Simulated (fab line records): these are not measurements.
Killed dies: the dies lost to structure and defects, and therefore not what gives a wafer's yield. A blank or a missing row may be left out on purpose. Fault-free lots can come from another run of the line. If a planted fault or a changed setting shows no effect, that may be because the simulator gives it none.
Problem report in the 8D (eight disciplines) form, filled by code + flow n5 finfet + the parts of the form that need people (team, actions taken, sign-off) are left out

1. THE ISSUE
At N5_PASSIVATION_PECVD_53, run length s averages 131.4 s over 6 wafers from 2 lots, while fault-free wafers read 197.2 s, standard deviation 0.62. That is -99 or more standard deviations from the usual mean.
The step: deposits SiO2 from TEOS/O2, target thk 800 nm, time 169.4 s.
First observed at day 16 14:08: wafer L337.1, on pecvd-02. The record has a number at this step for 18 wafers belonging to 6 lots. Rule for "out", or "out of limits": more than 4 standard deviations from the usual mean. All remaining wafers that have a number are taken as sound.

2. WHAT THIS IS AND IS NOT
| question                    | is                     | is not                       |
|-----------------------------|------------------------|------------------------------|
| which readings at this step | run length s           | chamber pressure Torr        |
| which lots                  | L337, L339             | L325, L327, L331, L332       |
| which wafers of those lots  | all that have a number | -                            |
| read on which tools         | pecvd-02               | pecvd-03, pecvd-04           |
| when                        | from day 16 14:08      | up to then (12 sound wafers) |

3. THE SUSPECTS, EACH WITH WHAT RULES IT OUT
Counting: a tool stays on the suspect list if, at a process step up to the reading, it processed all lots that are out and no sound lot following the first of them.
- pecvd-02 at N5_PASSIVATION_PECVD_53 (deposits SiO2 from TEOS/O2, target thk 800 nm, time 169.4 s): kept. It ran every lot that is out, first L337 (day 16 14:08), and no sound lot after that; its last sound lot up to then is L332 (day 15 16:07). Its own readings are out on those wafers: run length s.
After counting, what remains is pecvd-02 at N5_PASSIVATION_PECVD_53.

4. THE CAUSE (what the simulator had put in)
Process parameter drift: pecvd-02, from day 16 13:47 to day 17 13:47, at N5_PASSIVATION_PECVD_53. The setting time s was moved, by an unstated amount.
This tool alone remained once counting was done.

5. THE CHAIN OF EFFECTS, in route order
Each row: a reading whose mean over the struck wafers that have a number lies more than 3 standard deviations from the usual. Readings are gone through only where the record gives a usual standard deviation; hours: the median, over the lots, of the time from a lot's start at the first step in this table giving one to that lot's start at this step; sigmas: the change measured in usual standard deviations.
| hours | step                    | reading      | usual   | on struck wafers | change | sigmas      |
|-------|-------------------------|--------------|---------|------------------|--------|-------------|
| 0     | N5_PASSIVATION_PECVD_53 | run length s | 197.2 s | 131.4            | -65.8  | -99 or more |
The process steps in it:
- N5_PASSIVATION_PECVD_53: deposits SiO2 from TEOS/O2, target thk 800 nm, time 169.4 s.

6. HOW IT WOULD HAVE BEEN CAUGHT EARLIER
The fault began at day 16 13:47; the first out-of-limits reading in this record came at day 16 14:08, 0 hours later.
